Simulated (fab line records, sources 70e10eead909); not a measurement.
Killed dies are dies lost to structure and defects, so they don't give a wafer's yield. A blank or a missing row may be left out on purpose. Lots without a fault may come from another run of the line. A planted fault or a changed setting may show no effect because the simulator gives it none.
Which tool did it? | flow nand_harc | 24 lots, 72 wafers sampled, at 4 steps of a route of 1302

WHAT THE GAUGES READ, wafer by wafer
NHARC_A_ONON_D2_THK_MEAS_08: measures by ellipsometry. Usual: thk_nm 1002 nm, standard deviation 9.4.
lot  | measured     | on            | thk_nm (nm)    | flag
L074 | day 12 01:17 | film_metro-01 | 1009 1010 1008 |
L075 | day 12 18:20 | film_metro-02 | 976 976 978    |
L077 | day 13 15:25 | film_metro-02 | 1014 1013 1012 |
L076 | day 13 15:32 | film_metro-02 | 995 996 998    |
L078 | day 14 06:15 | film_metro-01 | 992 992 991    |
L080 | day 14 13:20 | film_metro-02 | 1013 1011 1011 |
L079 | day 14 13:25 | film_metro-01 | 1011 1009 1009 |
L081 | day 15 12:04 | film_metro-01 | 999 997 999    |
L082 | day 15 18:27 | film_metro-02 | 997 998 997    |
L083 | day 16 00:16 | film_metro-01 | 1003 1001 1003 |
L085 | day 16 19:13 | film_metro-01 | 1002 1004 1004 |
L084 | day 16 19:17 | film_metro-01 | 1006 1005 1005 |
L086 | day 17 07:40 | film_metro-02 | 998 999 1000   |
L087 | day 17 16:00 | film_metro-01 | 993 995 997    |
L089 | day 18 15:30 | film_metro-01 | 1013 1013 1012 |
L088 | day 18 15:41 | film_metro-02 | 1019 1019 1018 |
L091 | day 19 05:22 | film_metro-01 | 1002 1000 1001 |
L090 | day 19 05:22 | film_metro-02 | 988 988 987    |
L092 | day 19 17:12 | film_metro-02 | 1001 1003 999  |
L093 | day 20 14:58 | film_metro-02 | 993 994 994    |
L094 | day 20 20:44 | film_metro-02 | 1013 1014 1014 |
L095 | day 21 07:53 | film_metro-01 | 1008 1010 1010 |
L096 | day 21 16:17 | film_metro-01 | 992 990 991    |
L097 | day 21 16:24 | film_metro-02 | 1005 1006 1006 |

NHARC_A_ONON_D2_THK_MEAS_11: measures by ellipsometry. Usual: thk_nm 1002 nm, standard deviation 10.
lot  | measured     | on            | thk_nm (nm)    | flag
L074 | day 12 01:51 | film_metro-01 | 1001 1001 999  |
L075 | day 12 18:55 | film_metro-01 | 1010 1010 1009 |
L077 | day 13 15:59 | film_metro-01 | 974 975 973    |
L076 | day 13 16:06 | film_metro-02 | 988 989 989    |
L078 | day 14 06:49 | film_metro-01 | 1005 1004 1003 |
L080 | day 14 13:54 | film_metro-02 | 1006 1007 1008 |
L079 | day 14 13:59 | film_metro-02 | 1001 1003 999  |
L081 | day 15 12:38 | film_metro-02 | 1007 1007 1005 |
L082 | day 15 19:01 | film_metro-02 | 998 1000 998   |
L083 | day 16 00:50 | film_metro-02 | 1013 1014 1013 |
L085 | day 16 19:47 | film_metro-01 | 998 1000 998   |
L084 | day 16 19:52 | film_metro-01 | 1004 1004 1004 |
L086 | day 17 08:14 | film_metro-02 | 1021 1023 1020 |
L087 | day 17 16:34 | film_metro-01 | 991 991 991    |
L089 | day 18 16:04 | film_metro-01 | 999 996 999    |
L088 | day 18 16:15 | film_metro-02 | 1000 997 997   |
L091 | day 19 05:56 | film_metro-02 | 1011 1012 1012 |
L090 | day 19 05:56 | film_metro-01 | 1000 998 1000  |
L092 | day 19 17:46 | film_metro-01 | 1011 1013 1014 |
L093 | day 20 15:32 | film_metro-01 | 996 996 995    |
L094 | day 20 21:17 | film_metro-02 | 1009 1010 1008 |
L095 | day 21 08:27 | film_metro-01 | 983 986 984    |
L096 | day 21 16:51 | film_metro-01 | 1003 1005 1003 |
L097 | day 21 16:58 | film_metro-02 | 1013 1014 1014 |

NHARC_A_ONON_D2_THK_MEAS_34: measures by ellipsometry. Usual: thk_nm 199.5 nm, standard deviation 2.7.
lot  | measured     | on            | thk_nm (nm)       | flag
L074 | day 12 13:19 | film_metro-02 | 199.7 198.7 202.0 |
L075 | day 13 06:40 | film_metro-02 | 199.2 196.5 202.6 |
L077 | day 14 03:11 | film_metro-01 | 203.1 200.9 202.3 |
L076 | day 14 03:28 | film_metro-02 | 199.6 203.2 201.6 |
L078 | day 14 17:29 | film_metro-01 | 197.6 198.4 195.1 |
L080 | day 15 00:57 | film_metro-01 | 201.7 197.1 203.5 |
L079 | day 15 01:01 | film_metro-02 | 199.5 209.0 203.5 |
L081 | day 16 01:22 | film_metro-01 | 198.6 199.9 199.2 |
L082 | day 16 05:41 | film_metro-02 | 194.6 198.0 202.0 |
L083 | day 16 12:06 | film_metro-01 | 198.7 198.7 200.5 |
L085 | day 17 06:35 | film_metro-01 | 196.6 201.8 201.5 |
L084 | day 17 06:27 | film_metro-01 | 198.2 200.2 198.5 |
L086 | day 17 19:17 | film_metro-01 | 197.0 197.7 197.0 |
L087 | day 18 03:39 | film_metro-02 | 193.0 193.0 200.6 |
L089 | day 19 03:27 | film_metro-02 | 198.9 197.2 196.3 |
L088 | day 19 03:25 | film_metro-01 | 200.0 201.6 199.6 |
L091 | day 19 17:01 | film_metro-01 | 201.7 200.0 204.3 |
L090 | day 19 17:00 | film_metro-02 | 197.8 201.6 200.3 |
L092 | day 20 04:28 | film_metro-02 | 197.4 199.1 202.4 |
L093 | day 21 05:44 | film_metro-01 | 197.8 198.1 197.5 |
L094 | day 21 05:49 | film_metro-01 | 198.7 202.0 200.8 |
L095 | day 21 19:56 | film_metro-02 | 198.9 197.7 198.6 |
L096 | day 22 04:11 | film_metro-01 | 194.5 201.6 202.4 |
L097 | day 22 04:20 | film_metro-02 | 198.4 200.6 197.8 |

WHICH TOOL RAN EACH LOT (tool, then ch and the chambers of the sampled wafers, then the start)
lot  | NHARC_A_ONON_D2_DEP_33
L074 | pecvd-02 ch 0,2, day 12 12:56
L075 | pecvd-02 ch 0,2, day 13 06:15
L077 | pecvd-04 ch 0,1,2, day 14 02:55
L076 | pecvd-04 ch 1,2, day 14 03:08
L078 | pecvd-01 ch 1,2, day 14 17:04
L080 | pecvd-01 ch 0,1,2, day 15 00:32
L079 | pecvd-02 ch 0,1, day 15 00:38
L081 | pecvd-02 ch 0,1,2, day 16 01:00
L082 | pecvd-01 ch 0,1,2, day 16 05:19
L083 | pecvd-01 ch 0,1,2, day 16 11:44
L085 | pecvd-04 ch 0,1, day 17 06:06
L084 | pecvd-01 ch 0,1, day 17 06:08
L086 | pecvd-04 ch 0,1,2, day 17 18:52
L087 | pecvd-01 ch 0,1,2, day 18 03:14
L089 | pecvd-02 ch 0,1,2, day 19 03:02
L088 | pecvd-01 ch 1,2, day 19 03:00
L091 | pecvd-04 ch 0,1, day 19 16:36
L090 | pecvd-02 ch 0,1, day 19 16:41
L092 | pecvd-01 ch 0,1, day 20 04:08
L093 | pecvd-02 ch 0,1, day 21 05:19
L094 | pecvd-01 ch 0,2, day 21 05:25
L095 | pecvd-04 ch 0,1,2, day 21 19:37
L096 | pecvd-04 ch 0,1,2, day 22 03:50
L097 | pecvd-01 ch 0,2, day 22 03:55
- NHARC_A_ONON_D2_DEP_33: deposits SiO2, target thk 200 nm.

WHAT THE TOOLS THEMSELVES READ (means of the sampled wafers that have a number; where no wafer has one, the mark that the record gives instead)
NHARC_A_ONON_D2_DEP_33. Usual: heater_power_w 513 W, standard deviation 62; throttle_valve_pct 16.0 %, standard deviation 0.69.
lot  | tool     | heater_power_w (W) | throttle_valve_pct (%) | flag
L074 | pecvd-02 | 537                | 15.5                   |
L075 | pecvd-02 | 531                | 15.7                   |
L077 | pecvd-04 | 509                | 16.2                   |
L076 | pecvd-04 | 504                | 15.8                   |
L078 | pecvd-01 | 521                | 15.9                   |
L080 | pecvd-01 | 544                | 16.0                   |
L079 | pecvd-02 | 589                | 15.5                   |
L081 | pecvd-02 | 537                | 15.9                   |
L082 | pecvd-01 | 509                | 16.2                   |
L083 | pecvd-01 | 532                | 16.2                   |
L085 | pecvd-04 | 475                | 16.1                   |
L084 | pecvd-01 | 539                | 16.4                   |
L086 | pecvd-04 | 523                | 16.3                   |
L087 | pecvd-01 | 538                | 16.2                   |
L089 | pecvd-02 | 501                | 15.6                   |
L088 | pecvd-01 | 497                | 16.6                   |
L091 | pecvd-04 | 555                | 15.8                   |
L090 | pecvd-02 | 548                | 15.1                   |
L092 | pecvd-01 | 530                | 16.9                   |
L093 | pecvd-02 | 509                | 15.4                   |
L094 | pecvd-01 | 503                | 15.8                   |
L095 | pecvd-04 | 456                | 16.0                   |
L096 | pecvd-04 | 498                | 15.8                   |
L097 | pecvd-01 | 467                | 15.8                   |

THE ANSWER, worked out from the rows above alone
Rule: a lot is off if the mean of its wafers that have a number lies more than 3 standard deviations from the usual mean. A lot without any number at a reading at which 4 lots or more have one is off too. The other lots that the step has rows for count as sound. The gauges are gone through in route order, then the tools' own readings, and for those a lot's mean is taken as printed above. The first step at which some lot is off is used, and at that step the reading that is off furthest; a lot without a number counts as furthest.
No lot is off at any reading shown: from this, nothing can be told.

WHAT THE SIMULATOR HAD PUT IN
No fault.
